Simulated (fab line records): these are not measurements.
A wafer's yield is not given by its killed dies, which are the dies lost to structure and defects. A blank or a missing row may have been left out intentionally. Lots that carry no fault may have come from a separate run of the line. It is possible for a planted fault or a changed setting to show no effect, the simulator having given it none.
Which of the tools did it?	flow n5Finfet	72 wafers from 24 lots sampled at 5 of the route's 1938 steps

== WHAT THE GAUGES READ, wafer by wafer ==
N5_MOL_CONTACT_COAG_CD_MEAS_84: the cd target is 25.1 nm. Usual: cdNm reads 25.08 nm (standard deviation 0.25).
lot	measured	on	cdNm (nm)	flag
L074	day 5 06:13	cdSem-01	25.45 25.57 25.25	
L075	day 5 07:36	cdSem-02	25.11 25.21 25.08	
L076	day 5 15:07	cdSem-02	25.13 25.07 25.43	
L077	day 5 18:43	cdSem-03	25.18 24.61 24.81	
L078	day 6 03:47	cdSem-03	25.13 25.35 25.08	
L079	day 6 11:29	cdSem-01	25.64 25.17 25.20	
L080	day 6 12:07	cdSem-01	25.48 25.25 25.18	
L081	day 6 21:35	cdSem-01	24.93 25.02 25.04	
L082	day 7 01:26	cdSem-03	24.83 25.01 25.27	
L083	day 7 05:41	cdSem-02	24.84 25.20 25.29	
L084	day 7 12:01	cdSem-01	24.87 24.48 24.69	
L085	day 7 21:28	cdSem-02	25.36 24.96 25.61	
L086	day 8 01:29	cdSem-02	25.40 25.04 25.11	
L087	day 8 07:40	cdSem-02	25.34 25.04 24.76	
L088	day 8 15:36	cdSem-03	24.79 24.48 24.69	
L089	day 8 21:52	cdSem-01	24.95 24.80 25.11	
L090	day 9 01:44	cdSem-03	25.14 25.18 24.83	
L091	day 9 04:54	cdSem-03	25.33 25.37 25.06	
L092	day 9 12:15	cdSem-02	25.14 24.28 24.86	
L093	day 9 17:52	cdSem-03	25.39 25.24 25.31	
L094	day 10 05:25	cdSem-03	25.40 24.69 24.52	
L095	day 10 06:01	cdSem-01	25.05 25.07 25.19	
L096	day 10 15:01	cdSem-03	25.10 25.11 24.78	
L097	day 10 22:52	cdSem-03	25.34 25.04 25.22	

N5_BEOL_M0_CUTY_INSPECT_59: inspects for defects (macro). Usual: rawDefectCount reads 2.1 (standard deviation 1.5).
lot	measured	on	rawDefectCount	flag
L074	day 5 21:26	defectInspect-01	2 1 3	
L075	day 6 00:49	defectInspect-02	4 2 0	
L076	day 6 05:23	defectInspect-02	1 3 1	
L077	day 6 10:28	defectInspect-01	1 1 0	
L078	day 6 16:43	defectInspect-01	0 3 3	
L079	day 7 01:28	defectInspect-01	1 3 6	
L080	day 7 05:10	defectInspect-01	5 2 2	
L081	day 7 11:22	defectInspect-01	0 0 2	
L082	day 7 15:04	defectInspect-01	6 3 3	
L083	day 7 19:37	defectInspect-01	2 2 2	
L084	day 8 03:46	defectInspect-01	3 2 3	
L085	day 8 12:04	defectInspect-01	6 1 1	
L086	day 8 19:10	defectInspect-02	7 0 1	
L087	day 8 22:56	defectInspect-02	1 1 4	
L088	day 9 06:53	defectInspect-01	1 3 2	
L089	day 9 11:20	defectInspect-01	1 3 1	
L090	day 9 15:36	defectInspect-02	1 7 0	
L091	day 9 19:35	defectInspect-02	1 4 2	
L092	day 10 02:07	defectInspect-02	2 4 2	
L093	day 10 08:34	defectInspect-01	3 1 0	
L094	day 10 18:43	defectInspect-01	0 4 2	
L095	day 10 22:07	defectInspect-01	1 4 1	
L096	day 11 04:26	defectInspect-01	2 1 2	
L097	day 11 11:52	defectInspect-01	3 1 2	

== EACH LOT AND THE TOOL THAT RAN IT (in order: tool; ch and the chambers of the sampled wafers; start) ==
lot	N5_MOL_CONTACT_COAG_ETCHBACK_134	N5_BEOL_M0_SAQP_RECESS_109	N5_BEOL_M0_SAQP_SPACER2_ETCHBACK_27
L074	rieDiel-05 ch 0,2, day 5 09:18	vaporEtch-02 ch 0,1, day 5 18:33	rieDiel-03 ch 0,2,3, day 5 19:16
L075	rieDiel-01 ch 0,1,2, day 5 09:58	vaporEtch-02 ch 0,1, day 5 21:47	rieDiel-02 ch 0,2,3, day 5 22:26
L076	rieDiel-04 ch 0,1, day 5 16:59	vaporEtch-02 ch 0,1, day 6 02:35	rieDiel-02 ch 0,1, day 6 03:17
L077	rieDiel-05 ch 0,1,3, day 5 21:23	vaporEtch-01 ch 0,1, day 6 07:38	rieDiel-03 ch 0,1,2, day 6 08:17
L078	rieDiel-05 ch 0,1,2, day 6 05:28	vaporEtch-01 ch 0,1, day 6 13:54	rieDiel-02 ch 1,2,3, day 6 14:35
L079	rieDiel-04 ch 0,2, day 6 14:22	vaporEtch-01 ch 0,1, day 6 22:46	rieDiel-02 ch 1,2, day 6 23:28
L080	rieDiel-04 ch 0,1,2, day 6 14:51	vaporEtch-01 ch 0,1, day 7 02:14	rieDiel-02 ch 0,1,3, day 7 02:55
L081	rieDiel-05 ch 0,1,3, day 6 23:25	vaporEtch-02 ch 0,1, day 7 08:29	rieDiel-02 ch 0,2, day 7 09:14
L082	rieDiel-05 ch 0,1,2, day 7 03:32	vaporEtch-02 ch 0,1, day 7 12:20	rieDiel-03 ch 0,1,3, day 7 13:02
L083	rieDiel-05 ch 0,1,2, day 7 07:55	vaporEtch-01 ch 0,1, day 7 16:53	rieDiel-02 ch 0,1, day 7 17:36
L084	rieDiel-01 ch 0,1,3, day 7 14:46	vaporEtch-02 ch 0,1, day 8 00:26	rieDiel-03 ch 0,3, day 8 01:39
L085	rieDiel-04 ch 2,3, day 7 23:58	vaporEtch-01 ch 0,1, day 8 09:22	rieDiel-02 ch 0,1, day 8 10:04
L086	rieDiel-04 ch 0,1,3, day 8 03:18	vaporEtch-01 ch 0,1, day 8 16:25	rieDiel-03 ch 1,3, day 8 17:07
L087	rieDiel-04 ch 1,2,3, day 8 09:29	vaporEtch-02 ch 0,1, day 8 18:42	rieDiel-03 ch 1,2, day 8 20:47
L088	rieDiel-04 ch 0,1, day 8 17:53	vaporEtch-01 ch 0,1, day 9 03:59	rieDiel-06 ch 0,1, day 9 04:47
L089	rieDiel-01 ch 0,2,3, day 9 00:13	vaporEtch-02 ch 0,1, day 9 08:29	rieDiel-02 ch 0,1,2, day 9 09:11
L090	rieDiel-05 ch 0,1, day 9 03:34	vaporEtch-01 ch 1, day 9 12:40	rieDiel-02 ch 1,2,3, day 9 13:31
L091	rieDiel-05 ch 0,2,3, day 9 06:59	vaporEtch-01 ch 0,1, day 9 16:47	rieDiel-03 ch 2,3, day 9 17:37
L092	rieDiel-01 ch 0,1,3, day 9 14:06	vaporEtch-02 ch 0,1, day 9 23:01	rieDiel-03 ch 2,3, day 9 23:46
L093	rieDiel-01 ch 0,1,3, day 9 20:09	vaporEtch-02 ch 0,1, day 10 05:32	rieDiel-06 ch 0,2,3, day 10 06:17
L094	rieDiel-04 ch 0,1,3, day 10 07:07	vaporEtch-02 ch 0,1, day 10 15:44	rieDiel-02 ch 0,3, day 10 16:24
L095	rieDiel-01 ch 0,2,3, day 10 07:44	vaporEtch-01 ch 0,1, day 10 19:29	rieDiel-06 ch 0,1,3, day 10 20:11
L096	rieDiel-05 ch 0,2,3, day 10 16:43	vaporEtch-02 ch 0,1, day 11 01:30	rieDiel-02 ch 1,2, day 11 02:10
L097	rieDiel-04 ch 0,1,2, day 11 00:56	vaporEtch-01 ch 0,1, day 11 09:10	rieDiel-02 ch 0,2, day 11 09:52
- N5_MOL_CONTACT_COAG_ETCHBACK_134: etches SiO2 in CHF3, target depth 10 nm, time 6.7 s.
- N5_BEOL_M0_SAQP_RECESS_109: chemistry HF/NH3, target SiO2, target depth 3 nm, afs cycles 1, sublimation time 60 s.
- N5_BEOL_M0_SAQP_SPACER2_ETCHBACK_27: etches SiO2 in CHF3/O2, target depth 22.5 nm, time 11.25 s.

== AS READ BY THE TOOLS THEMSELVES (means over the sampled wafers that have a number; for cases with no such wafer, the mark the record gives instead) ==
N5_MOL_CONTACT_COAG_ETCHBACK_134. Usual: drypumpMotorCurrentA 5.7 A, standard deviation 0.51; oesProductAu 0.83 a.u., standard deviation 0.091; rfVppV 521 V, standard deviation 18; showerheadPlenumPTorr 2.37 Torr, standard deviation 0.058; throttleValvePct 18.78 %, standard deviation 0.24.
lot	tool	drypumpMotorCurrentA (A)	oesProductAu (a.u.)	rfVppV (V)	showerheadPlenumPTorr (Torr)	throttleValvePct (%)	flag
L074	rieDiel-05	5.6	0.83	520	2.36	18.78	
L075	rieDiel-01	5.8	0.77	520	2.43	18.99	
L076	rieDiel-04	5.7	0.83	502	2.34	18.63	
L077	rieDiel-05	5.3	0.93	528	2.35	18.64	
L078	rieDiel-05	5.8	0.83	525	2.34	18.79	
L079	rieDiel-04	5.5	0.90	525	2.33	18.49	
L080	rieDiel-04	5.6	0.88	510	2.36	18.60	
L081	rieDiel-05	5.3	0.90	528	2.35	18.68	
L082	rieDiel-05	5.9	0.82	526	2.34	18.81	
L083	rieDiel-05	5.9	0.82	526	2.34	18.80	
L084	rieDiel-01	6.0	0.76	537	2.40	19.06	
L085	rieDiel-04	5.6	0.94	536	2.34	18.48	
L086	rieDiel-04	5.8	0.86	512	2.35	18.61	
L087	rieDiel-04	5.6	0.90	522	2.37	18.60	
L088	rieDiel-04	5.6	0.83	496	2.39	18.76	
L089	rieDiel-01	5.9	0.78	521	2.45	18.93	
L090	rieDiel-05	5.6	0.85	534	2.33	18.69	
L091	rieDiel-05	5.6	0.81	519	2.34	18.83	
L092	rieDiel-01	6.0	0.76	535	2.40	19.07	
L093	rieDiel-01	6.0	0.75	535	2.40	19.08	
L094	rieDiel-04	5.8	0.83	512	2.35	18.65	
L095	rieDiel-01	5.9	0.77	523	2.45	18.94	
L096	rieDiel-05	5.6	0.80	518	2.34	18.84	
L097	rieDiel-04	5.6	0.82	510	2.34	18.66	

N5_BEOL_M0_SAQP_RECESS_109. Usual: drypumpMotorCurrentA reads 5.7 A (standard deviation 0.33).
lot	tool	drypumpMotorCurrentA (A)	flag
L074	vaporEtch-02	5.8	
L075	vaporEtch-02	5.8	
L076	vaporEtch-02	5.7	
L077	vaporEtch-01	5.8	
L078	vaporEtch-01	5.8	
L079	vaporEtch-01	5.8	
L080	vaporEtch-01	5.9	
L081	vaporEtch-02	5.8	
L082	vaporEtch-02	5.8	
L083	vaporEtch-01	5.6	
L084	vaporEtch-02	5.7	
L085	vaporEtch-01	5.6	
L086	vaporEtch-01	5.6	
L087	vaporEtch-02	5.7	
L088	vaporEtch-01	5.8	
L089	vaporEtch-02	5.7	
L090	vaporEtch-01	5.3	
L091	vaporEtch-01	5.8	
L092	vaporEtch-02	5.8	
L093	vaporEtch-02	5.8	
L094	vaporEtch-02	5.8	
L095	vaporEtch-01	5.8	
L096	vaporEtch-02	5.7	
L097	vaporEtch-01	5.6	

N5_BEOL_M0_SAQP_SPACER2_ETCHBACK_27. Usual: O2_flow_sccm 5.001 sccm, standard deviation 0.015; drypumpMotorCurrentA 5.6 A, standard deviation 0.44; oesProductAu 0.78 a.u., standard deviation 0.088; rfVppV 514 V, standard deviation 12; showerheadPlenumPTorr 2.38 Torr, standard deviation 0.11; throttleValvePct 18.99 %, standard deviation 0.25.
lot	tool	O2_flow_sccm (sccm)	drypumpMotorCurrentA (A)	oesProductAu (a.u.)	rfVppV (V)	showerheadPlenumPTorr (Torr)	throttleValvePct (%)	flag
L074	rieDiel-03	4.996	5.9	0.77	511	2.38	18.89	
L075	rieDiel-02	4.999	5.8	0.76	521	2.36	19.02	
L076	rieDiel-02	5.007	5.5	0.72	509	2.34	19.30	
L077	rieDiel-03	4.997	5.4	0.83	514	2.47	18.81	
L078	rieDiel-02	4.991	5.7	0.74	513	2.41	19.08	
L079	rieDiel-02	4.999	5.6	0.75	502	2.37	19.17	
L080	rieDiel-02	5.010	5.7	0.71	519	2.38	19.23	
L081	rieDiel-02	5.020	5.7	0.81	512	2.30	18.94	
L082	rieDiel-03	5.004	5.8	0.76	507	2.44	18.78	
L083	rieDiel-02	5.005	5.6	0.73	518	2.29	19.27	
L084	rieDiel-03	5.008	6.3	0.69	503	2.34	18.86	
L085	rieDiel-02	5.003	5.6	0.72	516	2.29	19.27	
L086	rieDiel-03	5.003	6.0	0.75	504	2.36	18.79	
L087	rieDiel-03	4.990	5.2	0.85	517	2.43	18.87	
L088	rieDiel-06	5.003	6.0	0.73	524	2.36	19.14	
L089	rieDiel-02	4.993	5.6	0.75	510	2.32	19.14	
L090	rieDiel-02	5.008	5.7	0.82	513	2.40	18.97	
L091	rieDiel-03	5.004	6.1	0.73	509	2.29	18.94	
L092	rieDiel-03	5.020	6.1	0.73	507	2.29	18.94	
L093	rieDiel-06	4.997	5.2	0.73	520	2.35	19.16	
L094	rieDiel-02	4.999	5.9	0.86	530	2.41	18.90	
L095	rieDiel-06	4.987	5.5	0.77	519	2.40	19.02	
L096	rieDiel-02	5.013	5.6	0.77	504	2.34	19.03	
L097	rieDiel-02	5.008	5.7	0.75	518	2.26	19.12	

== THE ANSWER, worked out from the rows above alone ==
Rule: lot off if the mean of its wafers having a number is beyond 3 standard deviations from the usual mean. A lot without any number at a reading at which 4 lots or more have one is off too. Where the step has rows for the other lots, those lots are counted as sound. First the gauges in route order, then the tools' own readings, where a lot's mean is used as printed above. The first step at which some lot is off is used, and at that step the reading that is off furthest; a lot without a number counts as furthest.
Across all readings shown, no lot is off: no conclusion can be drawn from this.

== WHAT THE SIMULATOR HAD PUT IN ==
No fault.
